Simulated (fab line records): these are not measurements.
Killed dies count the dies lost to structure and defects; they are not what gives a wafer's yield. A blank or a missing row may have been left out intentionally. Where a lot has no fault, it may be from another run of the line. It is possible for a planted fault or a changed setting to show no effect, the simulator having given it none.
Which tool was responsible? | flow n5-finfet | 36 wafers from 12 lots sampled at 4 of the route's 1938 steps

## WHAT EACH GAUGE READ, for each wafer
N5_PASSIVATION_INSPECT_61: inspects for defects (macro).
lot  | measured     | on                | raw-defect-count
L818 | day 11 16:37 | defect-inspect-02 | 4 1 4
L819 | day 12 13:56 | defect-inspect-01 | 5 3 4
L821 | day 13 01:47 | defect-inspect-01 | 1 2 1
L822 | day 13 21:27 | defect-inspect-02 | >300 >300 >300
L825 | day 14 08:01 | defect-inspect-01 | >300 >300 >300
L826 | day 14 13:56 | defect-inspect-01 | >300 >300 >300
L834 | day 16 02:57 | defect-inspect-02 | 3 3 1
L835 | day 16 22:42 | defect-inspect-01 | 2 6 2
L837 | day 17 09:57 | defect-inspect-02 | 4 5 3
L839 | day 17 13:17 | defect-inspect-01 | 2 1 1
L840 | day 18 11:47 | defect-inspect-01 | 0 1 1
L841 | day 19 05:50 | defect-inspect-02 | 0 3 0

## WHAT TOOL EACH LOT RAN ON (gives the tool, then ch and the chambers of the sampled wafers, and finally the start)
lot  | N5_BEOL_M15_SPUTTER_43       | N5_PASSIVATION_PECVD_00         | N5_MIM_BOT_ETCH_CLEAN_05
L818 | pvd-sputter-02, day 11 08:35 | pecvd-04 ch 0,2, day 11 10:50   | wet-bench-03 ch 5,6,7, day 11 15:59
L819 | pvd-sputter-02, day 11 22:06 | pecvd-04 ch 0,1, day 12 00:31   | wet-bench-05 ch 3,5,6, day 12 09:23
L821 | pvd-sputter-03, day 12 15:18 | pecvd-04 ch 1,2, day 12 17:33   | wet-bench-04 ch 2,4,5, day 12 22:43
L822 | pvd-sputter-02, day 13 01:16 | pecvd-01 ch 0,2, day 13 14:14   | wet-bench-03 ch 2,6,7, day 13 20:43
L825 | pvd-sputter-02, day 14 01:13 | pecvd-03 ch 0,1,2, day 14 03:35 | wet-bench-03 ch 0,3,6, day 14 07:18
L826 | pvd-sputter-01, day 14 05:27 | pecvd-01 ch 0,1,2, day 14 07:42 | wet-bench-03 ch 2,3,6, day 14 12:19
L834 | pvd-sputter-01, day 15 18:40 | pecvd-04 ch 1,2, day 15 21:25   | wet-bench-05 ch 2,3,6, day 16 01:45
L835 | pvd-sputter-02, day 16 09:32 | pecvd-01 ch 0,1, day 16 12:08   | wet-bench-05 ch 1,6,7, day 16 17:36
L837 | pvd-sputter-03, day 17 00:48 | pecvd-04 ch 0,1,2, day 17 03:05 | wet-bench-04 ch 4,5,6, day 17 07:02
L839 | pvd-sputter-02, day 17 00:49 | pecvd-01 ch 0,1, day 17 03:22   | wet-bench-05 ch 2,6,7, day 17 07:32
L840 | pvd-sputter-01, day 18 04:52 | pecvd-01 ch 0,2, day 18 07:10   | wet-bench-05 ch 2,5,7, day 18 10:34
L841 | pvd-sputter-02, day 18 13:20 | pecvd-04 ch 0,1, day 18 15:47   | wet-bench-04 ch 3,4,5, day 19 01:22
- N5_BEOL_M15_SPUTTER_43: material TaN, target thk 15 nm, time 24.19 s.
- N5_PASSIVATION_PECVD_00: deposits SiO2 from SiH4/N2O, target thk 200 nm, time 11.2 s.
- N5_MIM_BOT_ETCH_CLEAN_05: cleans in IPA, time 180 s.

## AS READ BY THE TOOLS THEMSELVES (means over the sampled wafers that have a number; for cases with no such wafer, the mark the record gives instead)
N5_BEOL_M15_SPUTTER_43.
lot  | tool           | throttle-valve-pct (%)
L818 | pvd-sputter-02 | 29.4
L819 | pvd-sputter-02 | 28.7
L821 | pvd-sputter-03 | 29.7
L822 | pvd-sputter-02 | 28.6
L825 | pvd-sputter-02 | 28.9
L826 | pvd-sputter-01 | 29.4
L834 | pvd-sputter-01 | 29.6
L835 | pvd-sputter-02 | 29.2
L837 | pvd-sputter-03 | 30.3
L839 | pvd-sputter-02 | 28.8
L840 | pvd-sputter-01 | 29.9
L841 | pvd-sputter-02 | 29.5

N5_PASSIVATION_PECVD_00.
lot  | tool     | heater-power-outer-w (W) | heater-power-w (W) | showerhead-plenum-p-Torr (Torr) | throttle-valve-pct (%)
L818 | pecvd-04 | 308                      | 520                | 8.26                            | 51
L819 | pecvd-04 | 352                      | 574                | 8.06                            | 52
L821 | pecvd-04 | 327                      | 557                | 8.06                            | 49
L822 | pecvd-01 | 328                      | 566                | 7.93                            | 53
L825 | pecvd-03 | 390                      | 635                | 8.11                            | 50
L826 | pecvd-01 | 368                      | 604                | 7.99                            | 56
L834 | pecvd-04 | 374                      | 628                | 8.19                            | 49
L835 | pecvd-01 | 375                      | 606                | 8.05                            | 57
L837 | pecvd-04 | 382                      | 617                | 8.16                            | 52
L839 | pecvd-01 | 410                      | 637                | 8.01                            | 58
L840 | pecvd-01 | 306                      | 522                | 7.92                            | 54
L841 | pecvd-04 | 363                      | 580                | 8.04                            | 52

## THE ANSWER, worked out from the rows above alone
Rule: what is usual is taken from the lots themselves. The widest of any qualifying gaps counts: lots, ordered by their means at a reading, are off when they make up no more than a third of the lots, leave a main group of 4 or more, and stand apart from it by 3 or more times the standard deviation of that group's means. A main group is skipped when, at the precision printed for the reading in the tables above, its means are all equal. A lot without any number at a reading at which 4 lots or more have one is off too. Where the step has rows for the other lots, those lots are counted as sound. The gauges are gone through in route order, then the tools' own readings, and for those a lot's mean is taken as printed above. At the first step where some lot is off, the reading lying furthest off is the one used; lots without a number count as furthest.
Off: L822, L825, L826, at N5_PASSIVATION_INSPECT_61 (raw-defect-count). Without a number there: L822, L825, L826. Main group: mean 2.3, sd 1.2.
If a tool, at a process step before that reading, ran all the lots that are off and no sound lot after the first of them, it fits. The gauges at N5_PASSIVATION_INSPECT_61 are tried like those tools. One candidate fits, namely wet-bench-03 at N5_MIM_BOT_ETCH_CLEAN_05. A fault onset in the window from L818 (day 11 15:59, its last sound lot) to L822 (day 13 20:43, its first lot off) fits.

## WHAT THE SIMULATOR PUT IN
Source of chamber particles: wet-bench-03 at N5_MIM_BOT_ETCH_CLEAN_05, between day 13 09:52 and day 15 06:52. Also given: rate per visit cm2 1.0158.
Shown lots that were struck: L822, L825, L826. This agrees with what the rule above found.
